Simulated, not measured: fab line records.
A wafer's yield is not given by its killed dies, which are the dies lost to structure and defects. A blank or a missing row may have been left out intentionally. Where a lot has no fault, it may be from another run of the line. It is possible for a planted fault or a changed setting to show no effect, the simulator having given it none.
Split-lot trial / flow n5-finfet / 7 lots, 21 wafers read, on a route of 1938 steps

## ABOUT THE SPLIT
At N5_HKMG_FIN_ETCH_35 (etches SOC in N2/H2, target depth 215.8 nm, time 243.4 s), the setting source-w was moved away from the recipe's 3000 W on 6 of the 21 wafers read, by -17.6% to +16.9%. The other wafers ran this setting at the recipe's value.

The reading comes from the split's own step.

## THE READING
rf-vpp-V, in V, at N5_HKMG_FIN_ETCH_35 (etches SOC in N2/H2, target depth 215.8 nm, time 243.4 s). On this fab line, fault-free wafers typically give 141.7 V with a standard deviation of 1 V.

wafer=L079.3; tool, chamber at the split=rie-diel-05, 2; source-w as run, W=2472; against the recipe=-17.6%; rf-vpp-V, V=152.8; against lot-mates on the recipe=+13.4
wafer=L079.4; tool, chamber at the split=rie-diel-05, 3; source-w as run, W=3000; against the recipe=recipe; rf-vpp-V, V=139.4; against lot-mates on the recipe=-
wafer=L079.5; tool, chamber at the split=rie-diel-05, 3; source-w as run, W=2472; against the recipe=-17.6%; rf-vpp-V, V=150.4; against lot-mates on the recipe=+11.0
wafer=L087.2; tool, chamber at the split=rie-diel-01, 2; source-w as run, W=3000; against the recipe=recipe; rf-vpp-V, V=140.6; against lot-mates on the recipe=-
wafer=L087.4; tool, chamber at the split=rie-diel-01, 3; source-w as run, W=3000; against the recipe=recipe; rf-vpp-V, V=141.1; against lot-mates on the recipe=-
wafer=L087.5; tool, chamber at the split=rie-diel-01, 2; source-w as run, W=3000; against the recipe=recipe; rf-vpp-V, V=141.0; against lot-mates on the recipe=-
wafer=L089.2; tool, chamber at the split=rie-diel-05, 2; source-w as run, W=3000; against the recipe=recipe; rf-vpp-V, V=143.5; against lot-mates on the recipe=-
wafer=L089.5; tool, chamber at the split=rie-diel-05, 2; source-w as run, W=3167; against the recipe=+5.6%; rf-vpp-V, V=139.9; against lot-mates on the recipe=-3.6
wafer=L089.6; tool, chamber at the split=rie-diel-05, 1; source-w as run, W=3167; against the recipe=+5.6%; rf-vpp-V, V=137.4; against lot-mates on the recipe=-6.1
wafer=L091.1; tool, chamber at the split=rie-diel-02, 2; source-w as run, W=3000; against the recipe=recipe; rf-vpp-V, V=142.1; against lot-mates on the recipe=-
wafer=L091.4; tool, chamber at the split=rie-diel-02, 0; source-w as run, W=3000; against the recipe=recipe; rf-vpp-V, V=142.0; against lot-mates on the recipe=-
wafer=L091.6; tool, chamber at the split=rie-diel-02, 1; source-w as run, W=3000; against the recipe=recipe; rf-vpp-V, V=142.0; against lot-mates on the recipe=-
wafer=L093.2; tool, chamber at the split=rie-diel-02, 1; source-w as run, W=3506; against the recipe=+16.9%; rf-vpp-V, V=133.9; against lot-mates on the recipe=-8.5
wafer=L093.5; tool, chamber at the split=rie-diel-02, 1; source-w as run, W=3000; against the recipe=recipe; rf-vpp-V, V=142.4; against lot-mates on the recipe=-
wafer=L093.6; tool, chamber at the split=rie-diel-02, 2; source-w as run, W=3506; against the recipe=+16.9%; rf-vpp-V, V=134.7; against lot-mates on the recipe=-7.7
wafer=L094.3; tool, chamber at the split=rie-diel-05, 3; source-w as run, W=3000; against the recipe=recipe; rf-vpp-V, V=140.9; against lot-mates on the recipe=-
wafer=L094.4; tool, chamber at the split=rie-diel-05, 0; source-w as run, W=3000; against the recipe=recipe; rf-vpp-V, V=142.1; against lot-mates on the recipe=-
wafer=L094.5; tool, chamber at the split=rie-diel-05, 2; source-w as run, W=3000; against the recipe=recipe; rf-vpp-V, V=142.9; against lot-mates on the recipe=-
wafer=L097.1; tool, chamber at the split=rie-diel-05, 3; source-w as run, W=3000; against the recipe=recipe; rf-vpp-V, V=141.2; against lot-mates on the recipe=-
wafer=L097.3; tool, chamber at the split=rie-diel-05, 2; source-w as run, W=3000; against the recipe=recipe; rf-vpp-V, V=142.1; against lot-mates on the recipe=-
wafer=L097.5; tool, chamber at the split=rie-diel-05, 3; source-w as run, W=3000; against the recipe=recipe; rf-vpp-V, V=140.5; against lot-mates on the recipe=-

THE FIT
A straight line over all 21 wafers: rf-vpp-V changes by -0.506 V for each +1% of source-w; r = -0.96; the points scatter about the line by 1.2 V.
The same after taking each lot's own level away (the mean of its wafers on the recipe; 21 wafers): -0.607 V for each +1%; r = -0.97; scatter 1.2 V.
That fit puts the effect of the largest move of source-w on the reading at 11 V.
The span of the lots' own levels, 139.40 to 143.50 V, comes to 4.1 times the standard deviation stated above.
In other words, the slope is changed by the lot-to-lot level; the two fits disagree.
Check: for one of the wafers moved furthest among these (-17.6%), held out of the fit, the line's prediction against its lot-mates is +9.76 V. Against them it came out at +13.4 V.
Tool readings at the split's step, against how far the setting was moved: rf-vpp-V r = -0.96.

## THE OTHER SPLITS THESE WAFERS WENT THROUGH
These wafers also went through other splits before the reading. Each is held against what the fit with the lots' levels taken away leaves over:
other split on the same wafers=N5_SD_EPI_N_PRECLEAN_49 time-s; wafers away from the commonest value=6; r with rf-vpp-V (lot level and that fit taken away)=+0.46
other split on the same wafers=N5_ILD0_ALD_15 ald-cycles; wafers away from the commonest value=6; r with rf-vpp-V (lot level and that fit taken away)=-0.12
other split on the same wafers=N5_SDB_HM_DEP_00 time-s; wafers away from the commonest value=5; r with rf-vpp-V (lot level and that fit taken away)=-0.04
other split on the same wafers=N5_HKMG_FIN_ETCH_55 time-s; wafers away from the commonest value=8; r with rf-vpp-V (lot level and that fit taken away)=+0.23
other split on the same wafers=N5_HKMG_FIN_CVD_62 temp-c; wafers away from the commonest value=3; r with rf-vpp-V (lot level and that fit taken away)=-0.07
other split on the same wafers=N5_HKMG_FIN_EXPOSE_09 dose-mj; wafers away from the commonest value=6; r with rf-vpp-V (lot level and that fit taken away)=-0.23

## THE WHOLE CHAIN: every reading that the file lists as answering this split, in the file's order
step=N5_HKMG_FIN_ETCH_35; what it does=etches SOC in N2/H2, target depth 215.8 nm, time 243.4 s; reading=rf-vpp-V; change (the file's fit)=-0.605 V for each +1% of the setting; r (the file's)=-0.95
step=N5_HKMG_FIN_ETCH_35; what it does=etches SOC in N2/H2, target depth 215.8 nm, time 243.4 s; reading=SOC_of_HKMG_FIN_COAT_29.thk-nm (the simulator's own value, which no gauge read); change (the file's fit)=-2.18 nm for each +1% of the setting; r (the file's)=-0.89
step=N5_HKMG_FIN_ETCH_35; what it does=etches SOC in N2/H2, target depth 215.8 nm, time 243.4 s; reading=etch.depth-nm (the simulator's own value, which no gauge read); change (the file's fit)=+2.18 nm for each +1% of the setting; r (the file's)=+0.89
step=N5_HKMG_FIN_ETCH_35; what it does=etches SOC in N2/H2, target depth 215.8 nm, time 243.4 s; reading=HKMG_FIN.feature-depth-nm (the simulator's own value, which no gauge read); change (the file's fit)=+2.18 nm for each +1% of the setting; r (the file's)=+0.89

## THE FILE'S OWN FIT
rf-vpp-V changes by -0.605 V for each +1% of source-w, r = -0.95.
